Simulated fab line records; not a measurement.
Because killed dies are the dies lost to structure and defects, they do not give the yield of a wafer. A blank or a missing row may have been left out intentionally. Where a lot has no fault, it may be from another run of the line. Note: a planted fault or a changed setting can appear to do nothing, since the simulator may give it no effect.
Lot-split experiment | flow n5-finfet | 7 lots, 21 wafers read, on a route of 1938 steps

## ON THE SPLIT
At N5_BEOL_M1_COAT_05 (resist thk 30 nm), the setting spin-rpm was moved away from the recipe's 1500 rpm on 5 of the 21 wafers read, by -6.2% to +11.0%. For the rest of the wafers, this setting stayed at what the recipe calls for.

The split's own step is where the reading is taken.

## THE READING
CAR-EUV_of_BEOL_M1_COAT_05.thk-nm (the simulator's own value, which no gauge read), in nm, at N5_BEOL_M1_COAT_05 (resist thk 30 nm). The file gives no usual value for it. Here, 16 wafers ran the recipe; their average is 30.0 nm with a standard deviation of 0.11 nm.

wafer  | tool, chamber at the split | spin-rpm as run, rpm | against the recipe | CAR-EUV_of_BEOL_M1_COAT_05.thk-nm, nm | against lot-mates on the recipe
L074.1 | litho-track-02, 0          | 1500                 | recipe             | 30                                    | -
L074.4 | litho-track-02, 0          | 1407                 | -6.2%              | 31                                    | +1.0
L074.5 | litho-track-02, 0          | 1407                 | -6.2%              | 30.8                                  | +0.8
L078.3 | litho-track-01, 0          | 1500                 | recipe             | 30                                    | -
L078.4 | litho-track-01, 0          | 1500                 | recipe             | 30                                    | -
L078.6 | litho-track-01, 0          | 1658                 | +10.5%             | 28.6                                  | -1.4
L082.3 | litho-track-05, 0          | 1500                 | recipe             | 30.2                                  | -
L082.4 | litho-track-05, 0          | 1500                 | recipe             | 30.2                                  | -
L082.5 | litho-track-05, 0          | 1500                 | recipe             | 30                                    | -
L086.2 | litho-track-02, 0          | 1500                 | recipe             | 30.2                                  | -
L086.4 | litho-track-02, 0          | 1500                 | recipe             | 30                                    | -
L086.5 | litho-track-02, 0          | 1617                 | +7.8%              | 29                                    | -1.1
L087.4 | litho-track-05, 0          | 1665                 | +11.0%             | 28.4                                  | -1.5
L087.5 | litho-track-05, 0          | 1500                 | recipe             | 30                                    | -
L087.6 | litho-track-05, 0          | 1500                 | recipe             | 29.8                                  | -
L093.1 | litho-track-05, 0          | 1500                 | recipe             | 30                                    | -
L093.3 | litho-track-05, 0          | 1500                 | recipe             | 30                                    | -
L093.5 | litho-track-05, 0          | 1500                 | recipe             | 30.2                                  | -
L095.3 | litho-track-02, 0          | 1500                 | recipe             | 30                                    | -
L095.5 | litho-track-02, 0          | 1500                 | recipe             | 30                                    | -
L095.6 | litho-track-02, 0          | 1500                 | recipe             | 30                                    | -

THE FIT
A straight line over all 21 wafers: CAR-EUV_of_BEOL_M1_COAT_05.thk-nm changes by -0.14 nm for each +1% of spin-rpm; r = -0.99; the points scatter about the line by 0.11 nm.
The same after taking each lot's own level away (the mean of its wafers on the recipe; 21 wafers): -0.138 nm for each +1%; r = -0.99; scatter 0.08 nm.
On that fit, the largest move of spin-rpm shifts the reading by 1.5 nm.
The span of the lots' own levels, 29.90 to 30.13 nm, comes to 2.2 times the standard deviation stated above.
The two slopes are in agreement: the lot-to-lot level therefore moves the slope only a little.
Check: for one of the wafers moved furthest among these (+11.0%), held out of the fit, the line's prediction against its lot-mates is -1.52 nm. It came out at -1.5 nm against them.

## OTHER SPLITS ON THESE WAFERS
Note: prior to the reading, these wafers also went through further splits. Each is held against what the fit with the lots' levels taken away leaves over:
other split on the same wafers           | wafers away from the commonest value | r with CAR-EUV_of_BEOL_M1_COAT_05.thk-nm (lot level and that fit taken away)
N5_GATE_CUT_COAT_27 spin-rpm             | 7                                    | -0.16
N5_MOL_CONTACT_COAG_ETCH_15 source-w     | 7                                    | +0.06
N5_MOL_CONTACT_COAG_ETCH_110 source-w    | 8                                    | -0.13
N5_MOL_CONTACT_COAG_EXPOSE_37 dose-mj    | 5                                    | +0.21
N5_MOL_CONTACT_COAG_ALD_133 temp-c       | 9                                    | +0.14
N5_MOL_CONTACT_COAG_CVD_140 target-thk-a | 4                                    | +0.16
N5_BEOL_M0_SAQP_PECVD_96 time-s          | 5                                    | -0.15
N5_BEOL_M1_PECVD_72 time-s               | 7                                    | +0.13

## FILE'S OWN FIT
CAR-EUV_of_BEOL_M1_COAT_05.thk-nm changes by -0.137 nm for each +1% of spin-rpm, r = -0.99.
